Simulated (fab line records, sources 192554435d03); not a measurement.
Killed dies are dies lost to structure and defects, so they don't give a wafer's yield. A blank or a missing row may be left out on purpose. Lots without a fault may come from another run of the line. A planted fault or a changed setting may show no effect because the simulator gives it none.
Which tool did it? | flow n5_finfet | 24 lots, 72 wafers sampled, at 6 steps of a route of 1938

WHAT THE GAUGES READ, wafer by wafer
N5_BEOL_M13_RS_MEAS_54: measures by four-point-probe.
lot  | measured     | on            | M13_RS (ohm/sq)
L074 | day 11 21:13 | film_metro-02 | 0.0453 0.0452 0.0449
L076 | day 12 12:40 | film_metro-01 | 0.0445 0.0451 0.0453
L075 | day 12 12:49 | film_metro-02 | 0.0445 0.0446 0.0448
L077 | day 12 22:08 | film_metro-01 | 0.0437 0.0449 0.0452
L079 | day 12 22:22 | film_metro-01 | 0.0449 0.0446 0.0429
L078 | day 13 03:47 | film_metro-02 | 0.0445 0.0442 0.0450
L080 | day 13 06:38 | film_metro-01 | 0.0429 0.0446 0.0434
L081 | day 13 07:26 | film_metro-02 | 0.0449 0.0442 0.0445
L083 | day 14 03:53 | film_metro-01 | 0.0434 0.0449 0.0434
L082 | day 14 08:23 | film_metro-01 | 0.0439 0.0450 0.0446
L084 | day 14 09:44 | film_metro-02 | 0.0456 0.0435 0.0454
L086 | day 14 23:28 | film_metro-02 | 0.0436 0.0437 0.0446
L088 | day 15 11:38 | film_metro-02 | 0.0443 0.0453 0.0450
L085 | day 15 13:08 | film_metro-02 | 0.0452 0.0447 0.0443
L087 | day 15 13:38 | film_metro-01 | 0.0461 0.0445 0.0451
L090 | day 16 02:32 | film_metro-02 | 0.0449 0.0448 0.0453
L091 | day 16 11:13 | film_metro-01 | 0.0447 0.0446 0.0444
L089 | day 16 18:41 | film_metro-01 | 0.0447 0.0443 0.0447
L093 | day 17 00:44 | film_metro-02 | 0.0440 0.0436 0.0449
L092 | day 17 06:03 | film_metro-01 | 0.0449 0.0449 0.0447
L096 | day 17 16:55 | film_metro-01 | 0.0448 0.0452 0.0439
L094 | day 17 17:10 | film_metro-01 | 0.0453 0.0452 0.0452
L095 | day 17 17:56 | film_metro-01 | 0.0445 0.0448 0.0448
L097 | day 18 12:23 | film_metro-02 | 0.0454 0.0440 0.0462

N5_BEOL_M14_OVL_MEAS_11.
lot  | measured     | on         | V13_OVL (nm)
L074 | day 11 21:48 | overlay-02 | 0 4 -3
L076 | day 12 13:22 | overlay-02 | -4 0 -5
L075 | day 12 13:32 | overlay-02 | -5 -7 0
L077 | day 12 22:44 | overlay-02 | 2 5 15
L079 | day 12 23:05 | overlay-02 | -2 -1 0
L078 | day 13 04:22 | overlay-02 | -1 -3 -2
L080 | day 13 07:13 | overlay-02 | 6 0 2
L081 | day 13 08:10 | overlay-02 | -2 1 -3
L083 | day 14 04:28 | overlay-02 | 4 0 6
L082 | day 14 08:58 | overlay-02 | -5 -5 -5
L084 | day 14 10:28 | overlay-02 | 9 -1 -3
L086 | day 15 00:10 | overlay-02 | -1 5 4
L088 | day 15 12:15 | overlay-02 | -9 -2 -6
L085 | day 15 13:50 | overlay-02 | -11 -3 -8
L087 | day 15 14:21 | overlay-02 | -1 -3 4
L090 | day 16 03:15 | overlay-02 | -3 -6 1
L091 | day 16 11:56 | overlay-02 | 0 -5 -4
L089 | day 16 19:17 | overlay-02 | -2 7 3
L093 | day 17 01:20 | overlay-02 | 1 -2 6
L092 | day 17 06:46 | overlay-02 | -4 -3 -2
L096 | day 17 17:31 | overlay-02 | -5 -4 -11
L094 | day 17 17:53 | overlay-02 | -5 -6 -3
L095 | day 17 18:32 | overlay-02 | 4 -10 2
L097 | day 18 13:07 | overlay-01 | -8 -2 -6

N5_BEOL_M14_RS_MEAS_54: measures by four-point-probe.
lot  | measured     | on            | M14_RS (ohm/sq)
L074 | day 12 02:17 | film_metro-01 | 0.0333 0.0341 0.0322
L076 | day 12 21:30 | film_metro-01 | 0.0337 0.0359 0.0338
L075 | day 12 20:28 | film_metro-01 | 0.0345 0.0340 0.0325
L077 | day 13 03:38 | film_metro-02 | 0.0331 0.0348 0.0325
L079 | day 13 03:25 | film_metro-02 | 0.0323 0.0324 0.0332
L078 | day 13 10:05 | film_metro-02 | 0.0325 0.0327 0.0326
L080 | day 13 15:59 | film_metro-02 | 0.0360 0.0340 0.0362
L081 | day 13 16:32 | film_metro-02 | 0.0336 0.0319 0.0330
L083 | day 14 08:56 | film_metro-02 | 0.0338 0.0322 0.0323
L082 | day 14 14:48 | film_metro-01 | 0.0327 0.0343 0.0337
L084 | day 14 19:11 | film_metro-01 | 0.0328 0.0340 0.0341
L086 | day 15 05:20 | film_metro-01 | 0.0360 0.0328 0.0343
L088 | day 15 18:05 | film_metro-01 | 0.0344 0.0322 0.0346
L085 | day 15 19:38 | film_metro-01 | 0.0322 0.0333 0.0340
L087 | day 16 03:59 | film_metro-02 | 0.0358 0.0328 0.0361
L090 | day 16 12:08 | film_metro-01 | 0.0337 0.0321 0.0322
L091 | day 16 17:31 | film_metro-01 | 0.0327 0.0324 0.0338
L089 | day 17 01:53 | film_metro-01 | 0.0309 0.0318 0.0314
L093 | day 17 06:04 | film_metro-02 | 0.0310 0.0343 0.0337
L092 | day 17 13:09 | film_metro-01 | 0.0337 0.0339 0.0339
L096 | day 17 23:28 | film_metro-02 | 0.0347 0.0328 0.0346
L094 | day 18 00:05 | film_metro-02 | 0.0338 0.0311 0.0339
L095 | day 18 00:17 | film_metro-01 | 0.0328 0.0324 0.0347
L097 | day 18 18:27 | film_metro-02 | 0.0324 0.0326 0.0326

N5_BEOL_M14_INSPECT_55: inspects for defects (darkfield).
lot  | measured     | on                | raw_defect_count
L074 | day 12 02:18 | defect_inspect-02 | 65 42 71
L076 | day 12 21:32 | defect_inspect-02 | 61 65 58
L075 | day 12 20:29 | defect_inspect-01 | 117 58 72
L077 | day 13 03:40 | defect_inspect-01 | 74 118 89
L079 | day 13 03:26 | defect_inspect-01 | 59 48 40
L078 | day 13 10:07 | defect_inspect-02 | 71 57 83
L080 | day 13 16:01 | defect_inspect-01 | 69 73 62
L081 | day 13 16:33 | defect_inspect-02 | 49 39 43
L083 | day 14 08:58 | defect_inspect-01 | 92 75 92
L082 | day 14 14:50 | defect_inspect-02 | 108 88 118
L084 | day 14 19:13 | defect_inspect-01 | 67 71 74
L086 | day 15 05:22 | defect_inspect-02 | 73 57 132
L088 | day 15 18:07 | defect_inspect-01 | 72 91 90
L085 | day 15 19:39 | defect_inspect-01 | 76 103 70
L087 | day 16 04:01 | defect_inspect-01 | 29 26 45
L090 | day 16 12:10 | defect_inspect-01 | 76 74 54
L091 | day 16 17:32 | defect_inspect-02 | 87 57 119
L089 | day 17 01:55 | defect_inspect-01 | 50 124 71
L093 | day 17 06:05 | defect_inspect-02 | 53 112 85
L092 | day 17 13:10 | defect_inspect-02 | 55 51 79
L096 | day 17 23:29 | defect_inspect-02 | 65 70 78
L094 | day 18 00:07 | defect_inspect-01 | 85 77 48
L095 | day 18 00:19 | defect_inspect-01 | 56 63 78
L097 | day 18 18:29 | defect_inspect-02 | 49 67 61

WHICH TOOL RAN EACH LOT (tool, then ch and the chambers of the sampled wafers, then the start)
lot  | N5_BEOL_M14_ETCH_38                           | N5_BEOL_M14_SPUTTER_45
L074 | rie_diel-02 ch 0,3, day 12 01:15 or earlier   | pvd_sputter-03, day 12 01:15
L076 | rie_diel-05 ch 0,1,2, day 12 19:39 or earlier | pvd_sputter-03, day 12 19:39
L075 | rie_diel-02 ch 1,3, day 12 19:20 or earlier   | pvd_sputter-03, day 12 19:20
L077 | rie_diel-02 ch 1,2, day 13 02:23 or earlier   | pvd_sputter-01, day 13 02:23
L079 | rie_diel-05 ch 1,2, day 13 02:23 or earlier   | pvd_sputter-03, day 13 02:23
L078 | rie_diel-06 ch 2,3, day 13 09:04 or earlier   | pvd_sputter-02, day 13 09:04
L080 | rie_diel-02 ch 0,1,2, day 13 14:57 or earlier | pvd_sputter-01, day 13 14:57
L081 | rie_diel-05 ch 1,2, day 13 15:05 or earlier   | pvd_sputter-02, day 13 15:05
L083 | rie_diel-02 ch 1,2, day 14 07:27 or earlier   | pvd_sputter-01, day 14 07:27
L082 | rie_diel-06 ch 1,3, day 14 12:04 or earlier   | pvd_sputter-01, day 14 12:04
L084 | rie_diel-05 ch 2, day 14 18:10 or earlier     | pvd_sputter-03, day 14 18:10
L086 | rie_diel-06 ch 0,1,3, day 15 04:18 or earlier | pvd_sputter-02, day 15 04:18
L088 | rie_diel-02 ch 0,1, day 15 15:44 or earlier   | pvd_sputter-02, day 15 15:44
L085 | rie_diel-06 ch 1,2, day 15 18:21 or earlier   | pvd_sputter-03, day 15 18:21
L087 | rie_diel-02 ch 1,2,3, day 16 01:07 or earlier | pvd_sputter-01, day 16 01:07
L090 | rie_diel-05 ch 0,1,2, day 16 10:43 or earlier | pvd_sputter-03, day 16 10:43
L091 | rie_diel-02 ch 0,2,3, day 16 16:29 or earlier | pvd_sputter-03, day 16 16:29
L089 | rie_diel-06 ch 0,1,3, day 17 00:52 or earlier | pvd_sputter-03, day 17 00:52
L093 | rie_diel-06 ch 2,3, day 17 05:02 or earlier   | pvd_sputter-02, day 17 05:02
L092 | rie_diel-02 ch 0,2, day 17 12:07 or earlier   | pvd_sputter-03, day 17 12:07
L096 | rie_diel-06 ch 2,3, day 17 22:26 or earlier   | pvd_sputter-02, day 17 22:26
L094 | rie_diel-05 ch 0,1, day 17 22:46 or earlier   | pvd_sputter-02, day 17 22:46
L095 | rie_diel-06 ch 2,3, day 17 23:16 or earlier   | pvd_sputter-02, day 17 23:16
L097 | rie_diel-06 ch 0,2, day 18 17:24 or earlier   | pvd_sputter-02, day 18 17:24
- N5_BEOL_M14_ETCH_38: etches SiCN in CF4/N2, target depth 106.5 nm, time 120.6 s.
- N5_BEOL_M14_SPUTTER_45: material Cu, target thk 100 nm, time 16.67 s.

WHAT THE TOOLS THEMSELVES READ (means of the sampled wafers that have a number; where no wafer has one, the mark that the record gives instead)
N5_BEOL_M14_ETCH_38.
lot  | tool        | cf4_flow_sccm (sccm) | drypump_motor_current_A (A) | oes_product_au (a.u.) | rf_vpp_V (V) | showerhead_plenum_p_Torr (Torr) | throttle_valve_pct (%)
L074 | rie_diel-02 | 59.98                | 5.8                         | 0.75                  | 383.3        | 2.25                            | 15.79
L076 | rie_diel-05 | 60.07                | 5.7                         | 0.73                  | 380.9        | 2.15                            | 15.39
L075 | rie_diel-02 | 60.17                | 5.6                         | 0.78                  | 382.9        | 2.22                            | 15.66
L077 | rie_diel-02 | 60.12                | 5.5                         | 0.71                  | 382.6        | 2.22                            | 15.72
L079 | rie_diel-05 | 59.96                | 5.6                         | 0.75                  | 381.5        | 2.16                            | 15.34
L078 | rie_diel-06 | 60.02                | 5.0                         | 0.84                  | 381.9        | 2.17                            | 15.09
L080 | rie_diel-02 | 60.00                | 5.7                         | 0.80                  | 383.8        | 2.24                            | 15.63
L081 | rie_diel-05 | 60.07                | 5.2                         | 0.70                  | 382.1        | 2.18                            | 15.40
L083 | rie_diel-02 | 60.01                | 5.3                         | 0.69                  | 382.3        | 2.24                            | 15.73
L082 | rie_diel-06 | 59.87                | 5.4                         | 0.80                  | 381.2        | 2.16                            | 15.02
L084 | rie_diel-05 | 59.98                | 5.9                         | 0.78                  | 379.8        | 2.14                            | 15.33
L086 | rie_diel-06 | 59.97                | 5.5                         | 0.76                  | 381.8        | 2.21                            | 15.28
L088 | rie_diel-02 | 60.08                | 5.9                         | 0.76                  | 381.3        | 2.21                            | 15.69
L085 | rie_diel-06 | 59.95                | 6.1                         | 0.79                  | 382.5        | 2.21                            | 15.12
L087 | rie_diel-02 | 60.08                | 5.4                         | 0.86                  | 382.9        | 2.23                            | 15.53
L090 | rie_diel-05 | 59.93                | 5.7                         | 0.71                  | 381.2        | 2.14                            | 15.46
L091 | rie_diel-02 | 60.12                | 5.5                         | 0.90                  | 383.6        | 2.25                            | 15.43
L089 | rie_diel-06 | 59.93                | 5.5                         | 0.75                  | 382.0        | 2.20                            | 15.31
L093 | rie_diel-06 | 59.94                | 5.0                         | 0.81                  | 380.3        | 2.16                            | 15.15
L092 | rie_diel-02 | 59.97                | 5.5                         | 0.94                  | 383.4        | 2.25                            | 15.32
L096 | rie_diel-06 | 59.82                | 5.0                         | 0.79                  | 381.4        | 2.16                            | 15.18
L094 | rie_diel-05 | 60.06                | 5.4                         | 0.65                  | 380.1        | 2.15                            | 15.53
L095 | rie_diel-06 | 60.10                | 5.2                         | 0.81                  | 381.9        | 2.18                            | 15.26
L097 | rie_diel-06 | 59.96                | 5.4                         | 0.86                  | 383.2        | 2.22                            | 15.34

N5_BEOL_M14_SPUTTER_45.
lot  | tool           | bias_v (V) | throttle_valve_pct (%)
L074 | pvd_sputter-03 | 60.3       | 30.0
L076 | pvd_sputter-03 | 59.6       | 29.8
L075 | pvd_sputter-03 | 59.7       | 29.8
L077 | pvd_sputter-01 | 59.9       | 30.6
L079 | pvd_sputter-03 | 60.1       | 29.8
L078 | pvd_sputter-02 | 60.1       | 30.6
L080 | pvd_sputter-01 | 59.1       | 30.4
L081 | pvd_sputter-02 | 59.9       | 29.8
L083 | pvd_sputter-01 | 59.8       | 30.8
L082 | pvd_sputter-01 | 59.9       | 30.2
L084 | pvd_sputter-03 | 60.1       | 29.9
L086 | pvd_sputter-02 | 60.1       | 30.6
L088 | pvd_sputter-02 | 60.0       | 30.1
L085 | pvd_sputter-03 | 60.4       | 30.0
L087 | pvd_sputter-01 | 60.3       | 30.6
L090 | pvd_sputter-03 | 60.4       | 29.4
L091 | pvd_sputter-03 | 59.6       | 29.8
L089 | pvd_sputter-03 | 60.1       | 29.5
L093 | pvd_sputter-02 | 60.2       | 31.2
L092 | pvd_sputter-03 | 59.9       | 29.5
L096 | pvd_sputter-02 | 60.2       | 30.1
L094 | pvd_sputter-02 | 59.5       | 31.1
L095 | pvd_sputter-02 | 59.7       | 30.7
L097 | pvd_sputter-02 | 60.6       | 31.3

THE ANSWER, worked out from the rows above alone
Rule: what is usual is taken from the lots themselves. Put in order of their means at a reading, lots are off if they are a third of the lots or fewer, leave a main group of 4 or more, and stand apart from it by a gap of 3 or more times the standard deviation of the main group's means; of several such gaps the widest counts. A main group whose means are all the same, to the digits that the tables above print for the reading, isn't used. A lot without any number at a reading at which 4 lots or more have one is off too. The other lots that the step has rows for count as sound. The gauges are gone through in route order, then the tools' own readings, and for those a lot's mean is taken as printed above. The first step at which some lot is off is used, and at that step the reading that is off furthest; a lot without a number counts as furthest.
No lot is off at any reading shown: from this, nothing can be told.

WHAT THE SIMULATOR HAD PUT IN
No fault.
